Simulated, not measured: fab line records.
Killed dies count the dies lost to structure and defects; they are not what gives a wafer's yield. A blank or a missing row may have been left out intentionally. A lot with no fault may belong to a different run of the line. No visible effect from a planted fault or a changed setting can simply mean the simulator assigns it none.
Problem report in the 8D (eight disciplines) form, filled by code -- flow nand harc -- the parts of the form that need people (team, actions taken, sign-off) are left out

1. THE PROBLEM
trench depth nm at NHARC_P_STI_OCD_MEAS_17 reads a mean of 177.6 nm on 1 wafer of 1 lot; wafers without a fault read 300.3 nm with a standard deviation of 2.7. Relative to the usual mean, that is a shift of -45 standard deviations.
First observed at day 11 14:25: wafer L978.5, on ocd-01. The record has a number at this step for 33 wafers belonging to 11 lots. Rule for "out", or "out of limits": more than 4 standard deviations from the usual mean. The other wafers with a number count as sound.

2. WHAT IT IS, AND WHAT IT ISN'T
question,is,is not
which readings at this step,"trench depth nm, trench foot cd nm",-
which lots,L978,"L957, L959, L960, L961, L963, L966, L967, L968, L969, L974"
which wafers of those lots,L978.5,"L978.1, L978.2"
read on which gauges,ocd-01,ocd-02
when,from day 11 14:25,up to then (32 sound wafers)

3. WHAT RULES OUT EACH SUSPECT
Counting: any tool at a process step up to the reading remains a suspect provided it ran every lot that is out. Sound lots after the first of them don't rule it out here, since some wafers of a struck lot are sound.
- the gauge at NHARC_P_STI_OCD_MEAS_17: ruled out. All the wafers that are out were read on ocd-01, but those of them that NHARC_P_STI_ETCH_15 has rows for are out there too, on other tools.
- rie diel-10 at NHARC_P_ZERO_WELL_ETCH_62 (etches the open film in CHF3/Ar, target depth 13 nm, time 6.5 s): kept. The lot that is out, L978, ran on it at day 11 14:12; the last sound lot it ran before that was L967, at day 6 23:01. Because NHARC_P_ZERO_WELL_ETCH_62 lacks a start for some lots, the hours and order of its lots are taken from NHARC_P_STI_ETCH_15.
- rie diel-12 at NHARC_P_STI_ETCH_31 (etches the open film in CF4/CHF3, target depth 108.9 nm, time 54.5 s): kept. The lot that is out, L978, ran on it at day 11 14:12; the last sound lot it ran before that was L974, at day 9 21:42. Because NHARC_P_STI_ETCH_31 lacks a start for some lots, the hours and order of its lots are taken from NHARC_P_STI_ETCH_15.
- rie si-01 at NHARC_P_STI_ETCH_15 (etches the open film in HBr/Cl2, target depth 300 nm, time 100.1 s): kept. The lot that is out, L978, ran on it at day 11 14:12; the last sound lot it ran before that was L974, at day 9 21:42. Its own readings are out on those wafers: oes product au.
- In rie si-01 at NHARC_P_STI_ETCH_15, the wafers that are out were processed in chamber 2 and their sound lot-mates in chambers 0, 1.
Still standing after the count: rie diel-10 at NHARC_P_ZERO_WELL_ETCH_62, rie diel-12 at NHARC_P_STI_ETCH_31, rie si-01 at NHARC_P_STI_ETCH_15.

4. THE CAUSE (what the simulator had put in)
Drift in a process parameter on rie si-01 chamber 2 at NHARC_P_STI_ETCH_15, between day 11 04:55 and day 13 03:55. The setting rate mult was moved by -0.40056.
This tool is one of the 3 suspects left after counting.

5. THE CHAIN OF EFFECTS, in route order
Each row: a reading whose mean over the struck wafers that have a number lies more than 3 standard deviations from the usual. Scope: only readings with a usual standard deviation given in the record; hours: median across lots of the time from each lot's start at the first step in this table that gives one to its start at this step; sigmas: change in usual standard deviations.
hours,step,reading,usual,on struck wafers,change,sigmas
0,NHARC_P_STI_ETCH_15,oes product au,1.000 a.u.,0.737,-0.263,-38
0,NHARC_P_STI_OCD_MEAS_17,trench depth nm,300.3 nm,177.6,-122.7,-45
0,NHARC_P_STI_OCD_MEAS_17,trench foot cd nm,157.7 nm,176.7,+19.0,+11
The process steps in it:
- NHARC_P_STI_ETCH_15: etches the open film in HBr/Cl2, target depth 300 nm, time 100.1 s.

6. WHAT WOULD HAVE CAUGHT IT SOONER
Counted from the fault's start at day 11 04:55, it took 10 hours until the first out-of-limits reading at a measuring or inspecting step in this record, taken at day 11 14:25.
At NHARC_P_STI_ETCH_15, the tool's own readings (oes product au) were out on each struck wafer the step has a row for, so an alarm limit on them would have fired on the first such wafer.
The start of NHARC_P_STI_ETCH_15 on rie si-01 came by day 11 14:25 for every one of the lots that are out (1). Holding the tool at that point would not have protected any of them.
